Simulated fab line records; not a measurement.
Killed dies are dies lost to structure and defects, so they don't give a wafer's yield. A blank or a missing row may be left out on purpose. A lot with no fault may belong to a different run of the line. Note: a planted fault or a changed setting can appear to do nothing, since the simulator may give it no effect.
What tool caused it? :: flow nand harc :: Sampling: 12 lots, 36 wafers, 3 of 1159 route steps

WHAT THE GAUGES SHOWED, per wafer
NHARC_A_CONTACT_OVL_MEAS_70. Usual: overlay x nm -0.1 nm, standard deviation 0.97; overlay y nm 0.2 nm, standard deviation 0.89.
lot: L101
measured: day 17 01:34
on: overlay-02
overlay x nm (nm): 0.7 -0.1 -0.2
overlay y nm (nm): -0.6 -0.4 -0.8
flag: 

lot: L104
measured: day 17 21:05
on: overlay-02
overlay x nm (nm): 1.4 1.1 1.2
overlay y nm (nm): 1.3 1.3 1.4
flag: 

lot: L108
measured: day 18 23:52
on: overlay-01
overlay x nm (nm): 1.2 1.5 1.3
overlay y nm (nm): 1.5 2.4 2.0
flag: 

lot: L109
measured: day 19 01:07
on: overlay-01
overlay x nm (nm): -0.1 -0.2 -0.4
overlay y nm (nm): 0.1 -0.4 -0.6
flag: 

lot: L111
measured: day 19 13:35
on: overlay-01
overlay x nm (nm): 0.7 0.7 0.3
overlay y nm (nm): -1.0 -1.2 -0.5
flag: 

lot: L113
measured: day 20 02:26
on: overlay-01
overlay x nm (nm): -1.7 -1.6 -1.5
overlay y nm (nm): 1.9 1.6 2.1
flag: 

lot: L116
measured: day 20 13:53
on: overlay-02
overlay x nm (nm): 0.9 0.7 0.3
overlay y nm (nm): -1.5 -1.3 -0.9
flag: 

lot: L115
measured: day 20 15:38
on: overlay-02
overlay x nm (nm): -0.5 -0.7 -0.3
overlay y nm (nm): 1.7 0.6 0.8
flag: 

lot: L117
measured: day 20 18:04
on: overlay-01
overlay x nm (nm): -1.3 -1.0 -1.6
overlay y nm (nm): 1.0 1.4 1.2
flag: 

lot: L118
measured: day 21 11:11
on: overlay-02
overlay x nm (nm): 1.3 1.2 1.8
overlay y nm (nm): 0.7 0.7 0.6
flag: 

lot: L119
measured: day 21 16:41
on: overlay-01
overlay x nm (nm): -0.5 -0.2 -0.6
overlay y nm (nm): 0.3 0.1 -0.1
flag: 

lot: L121
measured: day 22 02:58
on: overlay-01
overlay x nm (nm): 0.8 1.2 0.2
overlay y nm (nm): 1.0 0.7 0.6
flag: 

NHARC_A_CONTACT_CD_MEAS_80. Usual: cd nm reads 189.7 nm (standard deviation 0.76).
lot: L101
measured: day 17 04:57
on: cd sem-03
cd nm (nm): 190.4 189.1 188.8
flag: 

lot: L104
measured: day 18 00:43
on: cd sem-01
cd nm (nm): 190.4 190.2 189.9
flag: 

lot: L108
measured: day 19 04:11
on: cd sem-02
cd nm (nm): 191.0 190.2 191.0
flag: 

lot: L109
measured: day 19 04:41
on: cd sem-03
cd nm (nm): 189.4 189.6 189.1
flag: 

lot: L111
measured: day 19 17:11
on: cd sem-02
cd nm (nm): 190.5 190.3 190.3
flag: 

lot: L113
measured: day 20 05:50
on: cd sem-03
cd nm (nm): 189.9 190.5 190.4
flag: 

lot: L116
measured: day 20 17:17
on: cd sem-03
cd nm (nm): 187.5 187.4 188.2
flag: 

lot: L115
measured: day 20 19:01
on: cd sem-02
cd nm (nm): 188.7 189.5 189.5
flag: 

lot: L117
measured: day 20 21:28
on: cd sem-03
cd nm (nm): 190.0 190.3 190.3
flag: 

lot: L118
measured: day 21 14:31
on: cd sem-01
cd nm (nm): 189.7 190.2 189.9
flag: 

lot: L119
measured: day 21 20:03
on: cd sem-03
cd nm (nm): 189.9 189.9 189.7
flag: 

lot: L121
measured: day 22 06:34
on: cd sem-03
cd nm (nm): 190.3 190.4 190.1
flag: 

WHAT TOOL EACH LOT RAN ON (gives the tool, then ch and the chambers of the sampled wafers, and finally the start)
lot: L101
NHARC_A_CONTACT_ETCH_97: rie diel-06 ch 1,2,3, day 17 04:57 or earlier

lot: L104
NHARC_A_CONTACT_ETCH_97: rie diel-11 ch 0,2, day 18 00:38

lot: L108
NHARC_A_CONTACT_ETCH_97: rie diel-06 ch 0,1,2, day 19 04:11 or earlier

lot: L109
NHARC_A_CONTACT_ETCH_97: rie diel-06 ch 0,1,3, day 19 04:41 or earlier

lot: L111
NHARC_A_CONTACT_ETCH_97: rie diel-06 ch 1,2,3, day 19 17:06

lot: L113
NHARC_A_CONTACT_ETCH_97: rie diel-06 ch 0,1,3, day 20 05:50 or earlier

lot: L116
NHARC_A_CONTACT_ETCH_97: rie diel-06 ch 0,2,3, day 20 17:17 or earlier

lot: L115
NHARC_A_CONTACT_ETCH_97: rie diel-06 ch 1,2, day 20 19:01 or earlier

lot: L117
NHARC_A_CONTACT_ETCH_97: rie diel-06 ch 1,3, day 20 21:28 or earlier

lot: L118
NHARC_A_CONTACT_ETCH_97: rie diel-06 ch 0,1,3, day 21 14:31 or earlier

lot: L119
NHARC_A_CONTACT_ETCH_97: rie diel-11 ch 0,1,3, day 21 20:03 or earlier

lot: L121
NHARC_A_CONTACT_ETCH_97: rie diel-11 ch 0,1, day 22 06:29
- NHARC_A_CONTACT_ETCH_97: etches the open film in C4F6/O2, target depth 20 nm, time 10 s.

AS READ BY THE TOOLS THEMSELVES (means over the sampled wafers that have a number; for cases with no such wafer, the mark the record gives instead)
NHARC_A_CONTACT_ETCH_97. Usual: bias w 500.2 W, standard deviation 1.3; c4f6 flow sccm 25.01 sccm, standard deviation 0.073; drypump motor current A 5.7 A, standard deviation 0.47; mfc ar sccm 499.9 sccm, standard deviation 1.4; oes product au 0.962 a.u., standard deviation 0.024; rf vpp V 548 V, standard deviation 3.6; showerhead plenum p Torr 3.97 Torr, standard deviation 0.18; throttle valve pct 26.904 %, standard deviation 0.0099.
lot: L101
tool: rie diel-06
bias w (W): 499.6
c4f6 flow sccm (sccm): 25.04
drypump motor current A (A): 5.7
mfc ar sccm (sccm): 499.2
oes product au (a.u.): 0.955
rf vpp V (V): 548
showerhead plenum p Torr (Torr): 3.99
throttle valve pct (%): 26.900
flag: 

lot: L104
tool: rie diel-11
bias w (W): 501.0
c4f6 flow sccm (sccm): 24.99
drypump motor current A (A): 6.1
mfc ar sccm (sccm): 500.4
oes product au (a.u.): 0.941
rf vpp V (V): 552
showerhead plenum p Torr (Torr): 4.18
throttle valve pct (%): 26.913
flag: 

lot: L108
tool: rie diel-06
bias w (W): 500.3
c4f6 flow sccm (sccm): 24.94
drypump motor current A (A): 5.4
mfc ar sccm (sccm): 500.6
oes product au (a.u.): 0.955
rf vpp V (V): 551
showerhead plenum p Torr (Torr): 4.10
throttle valve pct (%): 26.909
flag: 

lot: L109
tool: rie diel-06
bias w (W): 501.1
c4f6 flow sccm (sccm): 25.06
drypump motor current A (A): 5.8
mfc ar sccm (sccm): 500.4
oes product au (a.u.): 0.946
rf vpp V (V): 548
showerhead plenum p Torr (Torr): 4.01
throttle valve pct (%): 26.902
flag: 

lot: L111
tool: rie diel-06
bias w (W): 499.9
c4f6 flow sccm (sccm): 24.98
drypump motor current A (A): 5.7
mfc ar sccm (sccm): 501.1
oes product au (a.u.): 0.951
rf vpp V (V): 548
showerhead plenum p Torr (Torr): 3.99
throttle valve pct (%): 26.902
flag: 

lot: L113
tool: rie diel-06
bias w (W): 501.5
c4f6 flow sccm (sccm): 24.98
drypump motor current A (A): 5.8
mfc ar sccm (sccm): 498.9
oes product au (a.u.): 0.966
rf vpp V (V): 549
showerhead plenum p Torr (Torr): 4.01
throttle valve pct (%): 26.891
flag: 

lot: L116
tool: rie diel-06
bias w (W): 500.6
c4f6 flow sccm (sccm): 24.99
drypump motor current A (A): 5.7
mfc ar sccm (sccm): 500.3
oes product au (a.u.): 0.946
rf vpp V (V): 551
showerhead plenum p Torr (Torr): 4.08
throttle valve pct (%): 26.906
flag: 

lot: L115
tool: rie diel-06
bias w (W): 500.3
c4f6 flow sccm (sccm): 25.02
drypump motor current A (A): 5.4
mfc ar sccm (sccm): 499.1
oes product au (a.u.): 0.950
rf vpp V (V): 548
showerhead plenum p Torr (Torr): 4.00
throttle valve pct (%): 26.903
flag: 

lot: L117
tool: rie diel-06
bias w (W): 500.5
c4f6 flow sccm (sccm): 24.98
drypump motor current A (A): 6.1
mfc ar sccm (sccm): 499.5
oes product au (a.u.): 0.957
rf vpp V (V): 545
showerhead plenum p Torr (Torr): 3.89
throttle valve pct (%): 26.903
flag: 

lot: L118
tool: rie diel-06
bias w (W): 500.1
c4f6 flow sccm (sccm): 25.03
drypump motor current A (A): 5.8
mfc ar sccm (sccm): 499.7
oes product au (a.u.): 0.940
rf vpp V (V): 550
showerhead plenum p Torr (Torr): 4.00
throttle valve pct (%): 26.901
flag: 

lot: L119
tool: rie diel-11
bias w (W): 500.6
c4f6 flow sccm (sccm): 25.03
drypump motor current A (A): 5.9
mfc ar sccm (sccm): 499.6
oes product au (a.u.): 0.990
rf vpp V (V): 547
showerhead plenum p Torr (Torr): 3.94
throttle valve pct (%): 26.911
flag: 

lot: L121
tool: rie diel-11
bias w (W): 500.5
c4f6 flow sccm (sccm): 24.92
drypump motor current A (A): 6.3
mfc ar sccm (sccm): 500.1
oes product au (a.u.): 0.941
rf vpp V (V): 548
showerhead plenum p Torr (Torr): 3.99
throttle valve pct (%): 26.906
flag: 

THE ANSWER, worked out from the rows above alone
Rule: a lot is off if the mean of its wafers that have a number lies more than 3 standard deviations from the usual mean. Also off: a lot with no number at a reading for which 4 or more lots have one. All remaining lots with rows at the step are treated as sound. First the gauges in route order, then the tools' own readings, where a lot's mean is used as printed above. At the first step where some lot is off, the reading lying furthest off is the one used; lots without a number count as furthest.
No lot is off on any of the readings shown, so nothing can be concluded from this.

WHAT THE SIMULATOR HAD INSERTED
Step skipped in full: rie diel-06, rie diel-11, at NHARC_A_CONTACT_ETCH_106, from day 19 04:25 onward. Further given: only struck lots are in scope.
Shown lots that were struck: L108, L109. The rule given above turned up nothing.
